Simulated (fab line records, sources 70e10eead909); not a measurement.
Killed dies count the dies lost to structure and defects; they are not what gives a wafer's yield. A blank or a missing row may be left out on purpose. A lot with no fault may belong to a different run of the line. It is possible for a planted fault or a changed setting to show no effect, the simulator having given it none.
Chamber matching | flow nand_harc | rie_diel-12 running NHARC_P_STI_DESCUM_14: 4 sister chambers
The step chemistry O2, time 3 s. 4 wafers are shown with their chamber, then 7 later ones without.

## WAFERS, EACH WITH ITS CHAMBER
wafer  | chamber | rf_vpp_V (V)
L438.2 | 3       | 58.5
L445.1 | 2       | 58.6
L447.1 | 0       | 57.1
L447.3 | 1       | 58.1

## WAFERS WITHOUT THEIR CHAMBER
wafer  | rf_vpp_V (V)
L447.5 | 58.1
L448.3 | 59.1
L448.4 | 56.1
L448.6 | 56.3
L450.1 | 56.2
L450.2 | 57.8
L450.6 | 59.4

## CHAMBER TAKEN BY EACH
wafer  | from the rows above               | in truth
L447.5 | can't be placed: 1 or 3 or 2 or 0 | 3
L448.3 | can't be placed: 2 or 3 or 1      | 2
L448.4 | can't be placed: 0 or 1 or 3      | 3
L448.6 | can't be placed: 0 or 1 or 3      | 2
L450.1 | can't be placed: 0 or 1 or 3      | 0
L450.2 | can't be placed: 1 or 0 or 3 or 2 | 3
L450.6 | can't be placed: 2 or 3 or 1      | 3
Placed correctly: 0 of 7. Unplaceable from these rows: 7, with the true chamber sitting among the candidates in 6. Placed wrongly: 0.
How it was worked out, from the rows above alone: a wafer's distance from a chamber is the root of the sum, over the readings, of the square of ((its reading less the chamber's mean) divided by the reading's scatter). If the next closest chamber is less than 2 further off than the closest, the wafer can't be placed; otherwise it belongs to the closest. For every chamber, the mean is computed from those of its wafers that are shown. The scatter: with one shown wafer a chamber, the root of the mean of the squares of how far each hidden wafer lies from its nearest shown one.
